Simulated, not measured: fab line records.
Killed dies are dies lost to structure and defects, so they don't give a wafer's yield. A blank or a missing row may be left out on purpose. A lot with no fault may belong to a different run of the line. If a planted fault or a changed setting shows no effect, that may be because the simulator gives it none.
fab line records	flow n5-finfet
record lots=4	wafers=10	last-day=17
route steps=1938 shown MOL_CONTACT_COAG@623 BEOL_M0_SAQP@632 BEOL_M0@715 BEOL_M4@1111 PASSIVATION@1936
lots that met no fault: from a run of the same line without faults
start-h: hours from the record's opening day to when the first of the lot's shown wafers began	wait-h: hours from the lot's prior step to this one	" the same as in the row above	L1.1+2: one row covering several wafers at once	- no value present, or no start provided	* or withheld: withheld	< > ~ a bound
route shown NAME@n: names a module that has steps shown in the file, with the first one's number in the route	usual: mean/standard deviation taken from wafers without a fault	same: alike in all rows	chamber/n: place in a boat	sites: per-site readings	_std_site: standard deviation of those values	_edge_site: mean of outer sites minus mean of inner sites	radius-mm: how far each site lies from the wafer's centre	mask NAME#n: copy n	behind: the last tool/chamber to shape the wafer	hold: what put the lot on hold/how long, in hours/how the hold closed	device: the transistor (n, p or np) that didn't switch	end of line: at the end of the route, the tests of the same wafers	where a step has no rows: the recipe by itself	killed: dies lost to structure and defects at the first sort, not the wafer's yield	map: dies across one wafer; x = killed, . = not, _ = none there
set.NAME: the setting the step ran with; set.NAME@STEP: the setting that earlier step ran with	model.NAME: the simulator's own value behind a step, which no gauge read
certain route steps with their lots: each step a table, each wafer a row
services: when a tool's chamber went out of use (start-h, in hours from the record's first day, below 0 if earlier), for how many hours, and the reason
## steps
# step N5_MOL_CONTACT_COAG_PRE_CLEAN_121
# recipe gas=H2/He	time-s=*	temp-c=withheld
# step N5_MOL_CONTACT_COAG_CVD_140
# recipe material=W	target-thk-a=665	mode=selective-fill	temp-c=300	time-s=215
# step N5_MOL_CONTACT_COAG_PRECLEAN_127
# recipe chemistry=DIW	time-s=57.5	temp-c=23
# step N5_MOL_CONTACT_COAG_SRD_128
# recipe dry-time-s=32	dry=n2-spin	spin-rpm=1500
# step N5_MOL_CONTACT_COAG_CMP_52
# recipe stop-on=SiO2	t-overpolish-s=1.5	post-cmp-clean=w-dilute-nh4oh	down-force-psi=4	platen-rpm=50.289	pad-velocity-m-s=1.0006	target-thk-nm=66.5
# step N5_MOL_CONTACT_COAG_ANNEAL_112
# recipe temp-c=400	time-s=1800	ambient=HPD2	pressure-atm=10
# step N5_BEOL_M0_SAQP_PECVD_00
# recipe material=SiCN	target-thk-a=80	temp-c=withheld	precursor=3MS/NH3	pressure-torr=3	rf-w=202	time-s=14
# step N5_BEOL_M0_SAQP_ILD_DEP_01
# recipe material=SiOC	target-thk-a=454.19	temp-c=350	precursor=DEMS/O2	pressure-torr=5	rf-w=500	time-s=8.7
# step N5_BEOL_M0_SAQP_HM_DEP_02
# recipe material=TiN	target-thk-a=120	temp-c=25	chamber-pressure-pa=0.49996
# step N5_BEOL_M0_SAQP_PECVD_03
# recipe material=SiCN	target-thk-a=120	temp-c=withheld	precursor=3MS/NH3	pressure-torr=3	rf-w=202	time-s=21.1
# usual rf-fwd-power-W=199.4/0.84	run-length-s=51.2/0.6	showerhead-plenum-p-Torr=3.668/0.013	throttle-valve-pct=9.2/0.46
lot.wafer	tool	chamber	start-h	wait-h	rf-fwd-power-W	run-length-s	showerhead-plenum-p-Torr	since-wet-clean-h	throttle-valve-pct	model.SiCN_of_BEOL_M0_SAQP_PECVD_03.thk-nm
L229.1	pecvd-01	2	136.74	0.1	198.3	51.1	3.665	233	9.0	12
L229.2	"	0	"	"	199.7	52.1	3.647	1022	9.5	12
L229.5	"	2	"	"	198.8	51.0	3.674	-	8.7	12
L240.2	pecvd-01	1	216.65	0.1	-	48.2	3.670	1827	9.1	9.8
L240.5	"	2	"	"	199.0	50.9	3.680	-	8.9	12
L238.2	pecvd-01	1	216.93	0.1	-	48.3	3.681	1827	9.1	9.8
L238.5	"	2	"	"	198.9	51.0	3.678	-	8.9	12.2
L244.1	pecvd-04	0	246.84	0.1	199.1	50.5	3.644	1313	10.0	11.8
L244.4	"	0	"	"	199.4	50.6	3.635	-	10.3	12
L244.5	"	2	"	"	200.2	51.4	3.675	-	9.1	12.2
# step N5_BEOL_M0_SAQP_PECVD_96
# recipe material=a-Si	target-thk-a=450	temp-c=350	precursor=SiH4/He	pressure-torr=3	rf-w=100	time-s=45.2
# step N5_BEOL_M0_SAQP_PECVD_97
# recipe material=SiNx	target-thk-a=230	temp-c=350	precursor=SiH4/NH3/N2	pressure-torr=1.5	rf-w=300	time-s=19.9
# step N5_BEOL_M0_SAQP_PECVD_04
# recipe material=a-Si	target-thk-a=600	temp-c=350	precursor=SiH4/He	pressure-torr=3	rf-w=100	time-s=60.2
# step N5_BEOL_M0_SAQP_HM_DEP_111
# recipe material=SiO2	target-thk-a=120	temp-c=400	precursor=SiH4/N2O	pressure-torr=0.75	rf-w=275	time-s=7.2
# step N5_BEOL_M0_SAQP_COAT_81
# recipe resist=SOC	temp-c=250	time-s=60	spin-rpm=1500	resist-thk-nm=100
# step N5_BEOL_M0_SAQP_COAT_82
# recipe resist=SiARC	temp-c=220	time-s=60	spin-rpm=1500	resist-thk-nm=30
# step N5_BEOL_M0_SAQP_COAT_08
# recipe resist=CAR-ArF	spin-rpm=1500	resist-thk-nm=90
# step N5_BEOL_M0_SAQP_EBR_10
# recipe solvent=PGMEA	ebr-width-mm=1.5
# step N5_BEOL_M0_SAQP_SOFTBAKE_09
# recipe temp-c=110	time-s=60	resist=CAR-ArF
# step N5_BEOL_M0_SAQP_EXPOSE_11
# recipe mask-id=M0_CORE	na=1.35	source-shape=dipole	sigma-inner=0.538	sigma-outer=0.738	polarization=te	target-cd-nm=42	dose-mj=55
# step N5_BEOL_M0_SAQP_PEB_12
# recipe peb-temp-c=withheld	peb-time-s=60	resist=CAR-ArF
# step N5_BEOL_M0_SAQP_DEVELOP_13
# recipe develop-time-s=30	developer=TMAH	resist=CAR-ArF	dev-temp-c=23	rinse-liquid=diw	dry=air-spin
# step N5_BEOL_M0_SAQP_DESCUM_19
# recipe chemistry=O2	time-s=7.9	source-power-w=50	bias-power-w=20	pressure-mtorr=20	rf-frequency-hz=2.712e+07	temp-c=40	resist=CAR-ArF	o2-flow-sccm=225
# step N5_BEOL_M0_SAQP_ETCH_83
# recipe chemistry=CF4	target=SiARC	target-depth-a=390	mask-material=CAR-ArF	time-s=65	ion-energy-ev=80	pressure-mtorr=40	source-w=545	bias-w=36	Ar_flow_sccm=100	cf4-flow-sccm=100	ends=cleared
# step N5_BEOL_M0_SAQP_ETCH_84
# recipe chemistry=N2/H2	target=SOC	target-depth-a=1000	overetch-a=200	mask-material=SiARC	temp-c=40	time-s=150	ion-energy-ev=200	pressure-mtorr=30	source-w=840	bias-w=150	n2-flow-sccm=200	h2-flow-sccm=200
# step N5_BEOL_M0_SAQP_STRIP_80
# recipe chemistry=N2/H2	temp-c=40	n2-flow-sccm=200	h2-flow-sccm=200	rf-frequency-hz=6e+07
# step N5_BEOL_M0_SAQP_HM_OPEN_112
# recipe chemistry=CHF3/O2	target=SiO2	stop-on=a-Si	target-depth-a=120	over-etch-frac=1.25	mask-material=SOC	time-s=13.5	pressure-mtorr=30	source-w=650	bias-w=170	Ar_flow_sccm=200	CHF3_flow_sccm=50	O2_flow_sccm=5	ion-energy-ev=200	ends=end-point
# step N5_BEOL_M0_SAQP_STRIP_113
# recipe chemistry=CHF3/O2	resist=SiARC	rf-frequency-hz=6e+07
# step N5_BEOL_M0_SAQP_MANDREL_ETCH_20
# recipe target-depth-a=600	chemistry=HBr/Cl2	target=a-Si	stop-on=SiNx	bt-time-s=10	mask-material=SOC	over-etch-frac=0.5	time-s=30	pressure-mtorr=10	icp-w=800	bias-w=75	HBr_flow_sccm=150	Cl2_flow_sccm=80	ends=end-point
# step N5_BEOL_M0_SAQP_STRIP_86
# recipe chemistry=N2/H2	power-w=500	temp-c=40	pressure-mtorr=50	rf-frequency-hz=6e+07	overash-fraction=0.3	bias-power-w=28	h2-frac=0.5	n2-flow-sccm=300	h2-flow-sccm=300
# step N5_BEOL_M0_SAQP_STRIP_115
# recipe chemistry=post-etch-residue-remover	time-s=60	temp-c=25	remover-ph=withheld	remover-water-wt-pct=withheld	remover-fluoride-wt-pct=withheld
# step N5_BEOL_M0_SAQP_SRD_93
# recipe dry=ipa-marangoni	time-s=30	temp-c=23	rinse-liquid=diw
# step N5_BEOL_M0_SAQP_RECESS_114
# recipe chemistry=HF/NH3	target=SiO2	target-depth-a=144	afs-cycles=3	temp-c=30	sublimation-temp-c=180	sublimation-time-s=60
# step N5_BEOL_M0_SAQP_SPACER1_ALD_98
# recipe material=SiO2	target-thk-a=128	temp-c=300	ald-precursor-family=BDEAS	ald-co-reactant=O2-plasma	pulse-time-s=1	purge-time-s=2	co-reactant-purge-time-s=2	ald-cycles=138	pressure-torr=2
# step N5_BEOL_M0_SAQP_SPACER1_ETCHBACK_99
# recipe chemistry=CHF3/O2	mode=anisotropic-etchback	target=SiO2	target-depth-a=154	time-s=7.7	pressure-mtorr=30	source-w=650	bias-w=170	Ar_flow_sccm=200	CHF3_flow_sccm=50	O2_flow_sccm=5	ion-energy-ev=200
# step N5_BEOL_M0_SAQP_RECESS_109
# recipe chemistry=HF/NH3	target=SiO2	target-depth-a=30	afs-cycles=1	temp-c=30	sublimation-temp-c=180	sublimation-time-s=60
# usual drypump-motor-current-A=5.04/0.26
lot.wafer	tool	chamber	start-h	wait-h	drypump-motor-current-A	model.SiCN_of_BEOL_M0_SAQP_PECVD_03.thk-nm
L229.1	vapor-etch-02	1	140.07	0.0	5.53	8.4
L229.2	"	0	"	"	4.83	8.4
L229.5	"	0	"	"	4.83	8.4
L240.2	vapor-etch-01	1	221.34	0.0	4.82	6.2
L240.5	"	1	"	"	4.80	8.4
L238.2	vapor-etch-01	1	222.14	0.0	4.79	6.2
L238.5	"	0	"	"	5.10	8.6
L244.1	vapor-etch-01	1	250.60	0.1	4.81	8.4
L244.4	"	0	"	"	5.09	8.4
L244.5	"	1	"	"	4.81	8.8
# step N5_BEOL_M0_ETCH_138
# recipe chemistry=CH3F/O2	target-depth-a=120	target=SiCN	time-s=31.6	ion-energy-ev=120	pressure-mtorr=30	source-w=395	bias-w=75	Ar_flow_sccm=150	CH3F_flow_sccm=30	O2_flow_sccm=20	ends=cleared
# usual drypump-motor-current-A=5.6/0.48	etch-rf-on-time-s=29.2/0.78	oes-product-au=0.68/0.076	rf-fwd-power-W=386.2/1.9	rf-vpp-V=297.9/1.7	showerhead-plenum-p-Torr=2.03/0.075	throttle-valve-pct=16.31/0.25
lot.wafer	tool	chamber	start-h	wait-h	drypump-motor-current-A	etch-rf-on-time-s	oes-product-au	rf-fwd-power-W	rf-hours-counter-h	rf-vpp-V	showerhead-plenum-p-Torr	throttle-valve-pct	model.etch.depth-nm	model.SiO2_of_BEOL_M0_SAQP_SPACER2_ALD_26.thk-nm
L229.1	rie-diel-04	3	143.42	0.0	5.7	28.2	0.68	387.3	141	295.6	1.92	16.47	8.42	5.2
L229.2	"	1	"	"	5.9	28.7	0.64	388.4	161	298.6	2.07	16.05	8.485	5
L229.5	"	1	"	"	5.9	28.7	0.64	387.3	-	298.3	2.07	16.04	8.466	5
L240.2	rie-diel-06	0	224.53	0.0	5.8	21.1	0.76	386.6	45	300.5	2.13	16.31	6.248	5.8
L240.5	"	1	"	"	5.8	29.3	0.65	384.7	-	295.5	1.93	16.43	8.436	5
L238.2	rie-diel-06	0	225.38	0.0	5.8	21.0	0.76	385.8	45	298.8	2.13	16.31	6.291	5.6
L238.5	"	0	"	"	5.8	28.9	0.76	385.2	-	300.2	2.13	16.33	8.692	5
L244.1	rie-diel-05	1	254.00	0.0	5.1	28.2	0.79	389.0	26	297.8	2.06	16.40	8.498	5
L244.4	"	0	"	"	6.4	29.8	0.61	386.3	-	296.1	1.91	16.39	8.491	5.2
L244.5	"	1	"	"	5.1	29.0	0.79	389.0	-	297.9	2.06	16.39	8.769	4.8
# step N5_BEOL_M0_HM_OPEN_105
# recipe chemistry=Cl2/BCl3	target-depth-a=120	target=TiN	ion-energy-ev=150	pressure-mtorr=10	icp-w=1000	bias-w=126	Cl2_flow_sccm=53.25	bcl3-flow-sccm=21.75	Ar_flow_sccm=25
# usual drypump-motor-current-A=5.4/0.33	oes-product-au=0.77/0.1	rf-fwd-power-W=996.5/2.7	throttle-valve-pct=22.10/0.25
lot.wafer	tool	chamber	start-h	wait-h	drypump-motor-current-A	oes-product-au	rf-fwd-power-W	rf-hours-counter-h	throttle-valve-pct	model.SiO2_of_BEOL_M0_SAQP_SPACER2_ALD_26.thk-nm
L229.1	rie-metal-02	1	143.66	0.2	5.2	0.64	995.6	112	22.21	2.6
L229.2	"	0	"	"	5.2	0.96	994.6	5	21.71	2.6
L229.5	"	0	"	"	5.2	0.95	995.0	-	21.69	2.6
L238.2	rie-metal-02	0	226.87	1.5	5.2	0.91	994.4	-	21.71	3
L238.5	"	0	"	"	5.2	0.91	996.0	-	21.70	2.6
L240.2	rie-metal-03	1	227.12	2.6	5.7	0.82	995.9	25	22.19	3.4
L240.5	"	1	"	"	5.7	0.82	995.9	-	22.18	2.8
L244.1	rie-metal-02	0	254.11	0.1	5.2	0.88	998.6	16	21.73	2.6
L244.4	"	1	"	"	5.2	0.63	995.3	-	22.22	2.8
L244.5	"	0	"	"	5.2	0.88	1001.2	-	21.71	2.4
# step N5_BEOL_M0_ETCH_128
# recipe chemistry=CF4/N2	target-depth-a=120	overetch-a=51	target=SiCN	time-s=21.4	ion-energy-ev=150	pressure-mtorr=40	source-w=430	bias-w=70	Ar_flow_sccm=100	cf4-flow-sccm=60	n2-flow-sccm=60
# usual cf4-flow-sccm=60.02/0.18	drypump-motor-current-A=5.6/0.49	oes-product-au=0.55/0.063	rf-fwd-power-W=425.8/1.8	rf-vpp-V=382.9/2.2	showerhead-plenum-p-Torr=2.23/0.084	throttle-valve-pct=15.46/0.27
lot.wafer	tool	chamber	start-h	wait-h	cf4-flow-sccm	drypump-motor-current-A	oes-product-au	rf-fwd-power-W	rf-hours-counter-h	rf-vpp-V	showerhead-plenum-p-Torr	throttle-valve-pct	model.etch.depth-nm
L229.1	rie-diel-05	1	144.20	0.2	59.74	5.1	0.48	428.2	238	383.5	2.27	15.82	8.42
L229.2	"	2	"	"	59.92	5.2	0.65	423.6	6	385.5	2.34	14.98	8.485
L229.5	"	3	"	"	60.33	5.5	0.48	428.1	-	384.3	2.26	15.74	8.466
L238.2	rie-diel-05	0	227.62	0.4	59.74	6.4	0.60	424.5	183	380.1	2.11	15.47	12
L238.5	"	1	"	"	60.18	5.2	0.65	427.3	-	382.8	2.26	15.42	8.692
L240.2	rie-diel-04	0	228.11	0.4	60.28	4.7	0.65	427.2	95	383.0	2.22	15.20	12
L240.5	"	3	"	"	60.05	5.7	0.52	424.4	-	380.3	2.11	15.67	8.436
L244.1	rie-diel-06	1	254.78	0.1	59.91	5.8	0.52	425.0	167	381.7	2.12	15.57	8.498
L244.4	"	2	"	"	59.88	5.0	0.67	422.7	9	379.5	2.17	14.77	8.491
L244.5	"	1	"	"	60.06	5.8	0.52	424.6	-	377.6	2.12	15.55	8.769
# step N5_BEOL_M4_RC_MEAS_101
# usual DIBL_N=37.2/2.1	DIBL_P=37.3/2.3	IOFF_N=0.18/0.041	IOFF_P=0.24/0.042	ION_N=680/13	ION_P=466/7.7	SS_N=71.8/0.68	SS_P=73.5/0.66	VT_N=249/3.6	VT_P=-248/3.4
lot.wafer	tool	chamber	start-h	wait-h	DIBL_N[mV/V]	DIBL_P[mV/V]	IOFF_N[nA/um]	IOFF_P[nA/um]	ION_N[uA/um]	ION_P[uA/um]	SS_N[mV/dec]	SS_P[mV/dec]	VT_N[mV]	VT_P[mV]
L229.1	prober-02	0	204.82	0.0	38.8	39.1	0.24	0.31	688	481	72.7	74.5	241	-241
L229.2	"	0	"	"	36.3	36.9	0.18	0.26	681	472	71.4	73.7	246	-245
L229.5	"	0	"	"	36.4	35.6	0.18	0.24	674	469	72.4	73.9	248	-246
L238.2	prober-01	0	269.08	0.2	40.9	40.6	0.24	0.29	691	467	72.1	74.9	246	-245
L238.5	"	0	"	"	39.7	39.7	0.21	0.26	678	462	72.4	73.8	249	-246
L240.2	prober-02	0	271.09	0.2	36.5	37.6	0.17	0.24	688	483	71.8	73.5	248	-247
L240.5	"	0	"	"	40.1	42.2	0.26	0.34	710	488	73.0	75.3	243	-243
L244.1	prober-02	0	312.96	0.0	36.9	35.6	0.15	0.21	683	469	71.1	73.1	251	-250
L244.4	"	0	"	"	37.4	36.3	0.16	0.21	673	471	71.7	73.4	251	-248
L244.5	"	0	"	"	40.1	38.5	0.21	0.25	682	470	72.7	74.0	247	-247
# step N5_PASSIVATION_PROBE_49
# usual defect-limited-yield=91.0/1.6	killed_at_M0_to_M3=35/11	killed_at_M4_up=14/5.3	killed-at-contacts=13/6.7	killed-at-front-end=41/12	killed-at-other=3.9/2.7	killed-dies=106/19	killed-open=70/14	killed-short=35/8.8	sort_bin_4_leakage=0.01/0.058	sort_bin_5_function=5.3/1	sort_bin_6_memory=3.3/0.81	sort-n-pass=1073/19	sort-yield-pct=91.0/1.6
# same gross-dies=1180	killed-at-back-side=0	sort_bin_8_speed[%]=0
lot.wafer	tool	chamber	start-h	wait-h	defect-limited-yield[%]	killed_at_M0_to_M3	killed_at_M4_up	killed-at-contacts	killed-at-front-end	killed-at-other	killed-dies	killed-open	killed-short	sort_bin_4_leakage[%]	sort_bin_5_function[%]	sort_bin_6_memory[%]	sort-n-pass	sort-yield-pct[%]
L229.1	prober-02	-	319.65	0.0	91.4	50	9	15	27	1	102	65	33	0	5.4	3.1	1078	91.4
L229.2	prober-02	-	319.70	0.1	91.9	52	12	9	21	1	95	60	34	0	5.3	2.5	1085	91.9
L229.5	prober-02	-	319.85	0.2	92.6	25	10	11	38	3	87	55	26	0	3.4	2.9	1093	92.6
L244.1	prober-01	-	413.30	0.0	89.9	32	16	17	46	8	119	79	37	0	6.4	3.1	1061	89.9
L244.4	prober-01	-	413.45	0.2	91.2	37	21	9	28	9	104	74	29	0	5.8	2.8	1076	91.2
L244.5	prober-01	-	413.50	0.2	89.7	47	14	10	48	3	122	83	36	0	5.2	4.7	1058	89.7
# killed by level:class
L229.1 BEOL_M3:geometric-particle:open=16 MOL_CONTACT_COAG:geometric-particle:open=12 BEOL_M0_SAQP:geometric-particle:short=8 FIN_SAQP:geometric-particle:open=7 BEOL_M1:geometric-particle:open=7 FIN_SAQP:geometric-particle:short=5 BEOL_M0_SAQP:geometric-particle:open=5 BEOL_M2:geometric-particle:open=4
L229.2 BEOL_M1:geometric-particle:short=12 BEOL_M0_SAQP:geometric-particle:open=8 BEOL_M3:geometric-particle:open=8 MOL_CONTACT_COAG:geometric-particle:open=7 BEOL_M0:geometric-particle:open=7 FIN_SAQP:geometric-particle:open=5 BEOL_M2:geometric-particle:open=5 FIN_SAQP:geometric-particle:short=4
L229.5 MOL_CONTACT_COAG:geometric-particle:open=10 BEOL_M1:geometric-particle:open=9 FIN_SAQP:geometric-particle:open=8 BEOL_M0_SAQP:geometric-particle:short=6 BEOL_M4:geometric-particle:open=5 HKMG_FIN:area-etch=5 STI_FIN_REVEAL:geometric-particle:open=4 FIN_SAQP:geometric-particle:short=3
L244.1 MOL_CONTACT_COAG:geometric-particle:open=14 BEOL_M4:geometric-particle:open=10 BEOL_M1:geometric-particle:open=9 BEOL_M3:geometric-particle:open=8 FIN_SAQP:geometric-particle:open=7 BEOL_M3:geometric-particle:short=6 DUMMY_GATE:geometric-particle:open=5 GATE_CUT:geometric-particle:short=5
L244.4 BEOL_M1:geometric-particle:open=15 BEOL_M4:geometric-particle:open=13 BEOL_M2:geometric-particle:open=7 MOL_CONTACT_COAG:geometric-particle:open=6 GATE_CUT:geometric-particle:short=5 PAD_METAL:geometric-particle:open=5 FIN_SAQP:geometric-particle:open=4 GATE_CUT:geometric-particle:open=4
L244.5 BEOL_M1:geometric-particle:open=15 BEOL_M3:geometric-particle:open=14 FIN_SAQP:geometric-particle:open=10 FIN_SAQP:geometric-particle:short=9 MOL_CONTACT_COAG:geometric-particle:open=9 BEOL_M1:geometric-particle:short=7 BEOL_M4:geometric-particle:open=6 STI_FIN_REVEAL:geometric-particle:open=5
## services
tool	chamber	start-h	hours	kind
rie-metal-02	-	125.79	14.6	pm
rie-diel-05	0	147.50	7.9	repair
rie-diel-04	2	158.73	9.8	repair
rie-diel-05	1	182.10	-	clean
rie-diel-05	1	182.10	-	consumable-replace:focus-ring
rie-diel-05	1	182.10	14.4	scheduled-down
rie-diel-05	1	182.10	14.4	vent-cycle
rie-diel-05	2	186.93	18.4	repair
rie-diel-06	1	194.90	14.0	repair
vapor-etch-02	-	207.79	0.4	repair
rie-diel-06	2	211.29	-	clean
rie-diel-06	2	211.29	-	consumable-replace:focus-ring
rie-diel-06	2	211.29	18.5	scheduled-down
rie-diel-06	2	211.29	18.5	vent-cycle
vapor-etch-01	-	217.79	0.2	repair
rie-diel-04	2	221.50	5.6	repair
pecvd-01	1	223.94	2.1	scheduled-down
rie-diel-04	2	227.60	7.5	repair
pecvd-01	1	231.76	22.7	repair
rie-diel-05	3	240.19	-	clean
rie-diel-05	3	240.19	-	consumable-replace:focus-ring
rie-diel-05	3	240.19	20.8	scheduled-down
rie-diel-05	3	240.19	20.8	vent-cycle
rie-diel-04	-	246.59	4.3	pm
## key
first-sign step=N5_BEOL_M0_SAQP_PECVD_03	reading=run-length-s	direction=down	sigmas=4.9	usual=*	struck=*
effect step=N5_BEOL_M0_ETCH_138	reading=etch-rf-on-time-s	direction=down	sigmas=11	usual=*	struck=*
model-effect step=N5_BEOL_M0_SAQP_PECVD_03	value=SiCN_of_BEOL_M0_SAQP_PECVD_03.thk-nm	without=11.8	struck=9.8
model-effect step=N5_BEOL_M0_SAQP_RECESS_109	value=SiCN_of_BEOL_M0_SAQP_PECVD_03.thk-nm	without=8.4	struck=6.2
model-effect step=N5_BEOL_M0_ETCH_138	value=etch.depth-nm	without=8.335	struck=6.27
model-effect step=N5_BEOL_M0_HM_OPEN_105	value=SiO2_of_BEOL_M0_SAQP_SPACER2_ALD_26.thk-nm	without=2.8	struck=3.2
model-effect step=N5_BEOL_M0_ETCH_128	value=etch.depth-nm	without=8.335	struck=12
met-at N5_BEOL_M0_SAQP_PECVD_03
struck-wafers L238.2,L240.2
onset-between 136.74 216.65
fault kind=process-parameter-drift	tool=pecvd-01	chamber=-	onset-h=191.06	steps=N5_BEOL_M0_SAQP_PECVD_03	channel=time-s	offset=*	shape=step	end-h=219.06	scope=struck-wafers-only	acts-in=*	stated=*
